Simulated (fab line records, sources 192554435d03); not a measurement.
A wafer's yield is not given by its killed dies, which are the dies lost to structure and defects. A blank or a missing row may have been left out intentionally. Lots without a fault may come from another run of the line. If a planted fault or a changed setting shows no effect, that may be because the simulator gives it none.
The tool behind it: which one? | flow n5-finfet | 12 lots with 36 wafers sampled at 2 steps, on a route of 1938 steps

## WHAT EACH GAUGE READ, for each wafer
N5_BEOL_M0_OCD_MEAS_108.
lot  | measured     | on     | trench-depth-nm (nm)
L075 | day 6 06:16  | ocd-02 | 33.1 33.3 33.5
L077 | day 6 13:03  | ocd-01 | 31.9 32.3 33.4
L079 | day 7 00:48  | ocd-01 | 33.5 32.4 33.4
L081 | day 7 15:43  | ocd-02 | 31.9 33.2 32.1
L083 | day 8 03:42  | ocd-02 | 33.7 31.8 33.5
L085 | day 8 21:33  | ocd-01 | 32.8 32.6 32.3
L087 | day 9 08:32  | ocd-01 | 31.5 31.7 32.4
L089 | day 9 10:23  | ocd-02 | 33.2 32.5 33.2
L092 | day 10 10:12 | ocd-01 | 32.0 33.1 32.2
L094 | day 10 17:56 | ocd-01 | 33.4 33.2 33.4
L096 | day 11 10:18 | ocd-01 | 33.3 32.1 33.6
L091 | day 11 18:16 | ocd-02 | 32.9 31.9 32.3

## WHAT TOOL EACH LOT RAN ON (gives the tool, then ch and the chambers of the sampled wafers, and finally the start)
lot  | N5_BEOL_M0_SAQP_ETCH_73
L075 | rie-diel-03 ch 0,2,3, day 6 01:10
L077 | rie-diel-05 ch 2,3, day 6 10:26
L079 | rie-diel-03 ch 0,1,2, day 6 21:47
L081 | rie-diel-06 ch 0,1,2, day 7 12:39
L083 | rie-diel-05 ch 1,2,3, day 8 00:54
L085 | rie-diel-06 ch 0,1,2, day 8 13:39
L087 | rie-diel-03 ch 0,1, day 9 02:33
L089 | rie-diel-06 ch 1,2, day 9 07:47
L092 | rie-diel-05 ch 0,1,2, day 10 05:55
L094 | rie-diel-05 ch 1,2, day 10 15:01
L096 | rie-diel-03 ch 0,2,3, day 11 06:39
L091 | rie-diel-05 ch 1,2,3, day 11 13:32
- N5_BEOL_M0_SAQP_ETCH_73: etches SiARC in CF4, target depth 19.5 nm, time 32.5 s.

## THE ANSWER, worked out from the rows above alone
Rule: the lots themselves supply what counts as usual. Put in order of their means at a reading, lots are off if they are a third of the lots or fewer, leave a main group of 4 or more, and stand apart from it by a gap of 3 or more times the standard deviation of the main group's means; of several such gaps the widest counts. The tables above print the reading to a certain number of digits; a main group whose means all agree to those digits is not used. Also off: a lot with no number at a reading for which 4 or more lots have one. Where the step has rows for the other lots, those lots are counted as sound.
No lot is off on any of the readings shown, so nothing can be concluded from this.

## WHAT THE SIMULATOR PUT IN
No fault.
